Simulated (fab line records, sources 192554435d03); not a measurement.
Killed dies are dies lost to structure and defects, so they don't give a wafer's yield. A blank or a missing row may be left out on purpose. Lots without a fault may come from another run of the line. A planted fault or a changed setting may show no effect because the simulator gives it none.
Problem report in the 8D (eight disciplines) form, filled by code | flow n5_finfet | the parts of the form that need people (team, actions taken, sign-off) are left out

1. THE PROBLEM
spin_speed_rpm at N5_BEOL_M9_COAT_59 reads a mean of 1700.8 rpm on 6 wafers of 2 lots; wafers without a fault read 1499.9 rpm with a standard deviation of 0.86. That is +99 or more standard deviations from the usual mean.
The step: time 60 s, resist thk 100 nm.
First seen on wafer L552.2, day 10 19:29, on litho_track-04. The record holds 38 wafers of 13 lots with a number at this step. Rule for "out", or "out of limits": more than 4 standard deviations from the usual mean. The other wafers with a number count as sound.

2. WHAT IT IS AND WHAT IT IS NOT
question                    | is                     | is not
which readings at this step | spin_speed_rpm         | chill_plate_temp_C
which lots                  | L552, L553             | L550, L551, L554, L562, L564, L565, L566, L567, L569, L571, L572
which wafers of those lots  | all that have a number | -
read on which tools         | litho_track-04         | litho_track-01, litho_track-03
when                        | from day 10 19:29      | up to then (6 sound wafers); but 26 sound wafers of L554, L562, L564, L565, L566, L567, L569, L571, L572 came after

3. SUSPECTS, AND WHAT RULES EACH OUT
Counting: a tool at a process step up to the reading stays a suspect if it ran every lot that is out and no sound lot after the first of them.
- litho_track-04 at N5_BEOL_M9_COAT_59 (time 60 s, resist thk 100 nm): ruled out as a lasting fault. Sound lots L566, L571 ran on it after its first lot that is out, L552 (day 10 19:29).
Left after counting: nothing in the record.

4. THE CAUSE (what the simulator had put in)
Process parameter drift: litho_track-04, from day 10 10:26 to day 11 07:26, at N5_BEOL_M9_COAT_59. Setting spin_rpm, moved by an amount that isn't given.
Counting ruled it out, wrongly.

5. THE CHAIN OF EFFECTS, in route order
Each row: a reading whose mean over the struck wafers that have a number lies more than 3 standard deviations from the usual. Only readings for which the record gives a usual standard deviation are gone through. hours: the time from each lot's start at the first step in this table that gives one to its start at this step, as a median over the lots. sigmas: the change in usual standard deviations.
hours | step               | reading        | usual      | on struck wafers | change | sigmas
0     | N5_BEOL_M9_COAT_59 | spin_speed_rpm | 1499.9 rpm | 1700.8           | +200.9 | +99 or more
The process steps in it:
- N5_BEOL_M9_COAT_59: time 60 s, resist thk 100 nm.
Later measuring or inspecting steps at which every struck wafer that the step has a row for has a number for every such reading, and none has moved that far: N5_BEOL_M9_CD_MEAS_11.

6. WHAT WOULD HAVE CAUGHT IT SOONER
In this record the first reading out of limits was taken at day 10 19:29, 9 hours after the fault began at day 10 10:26.
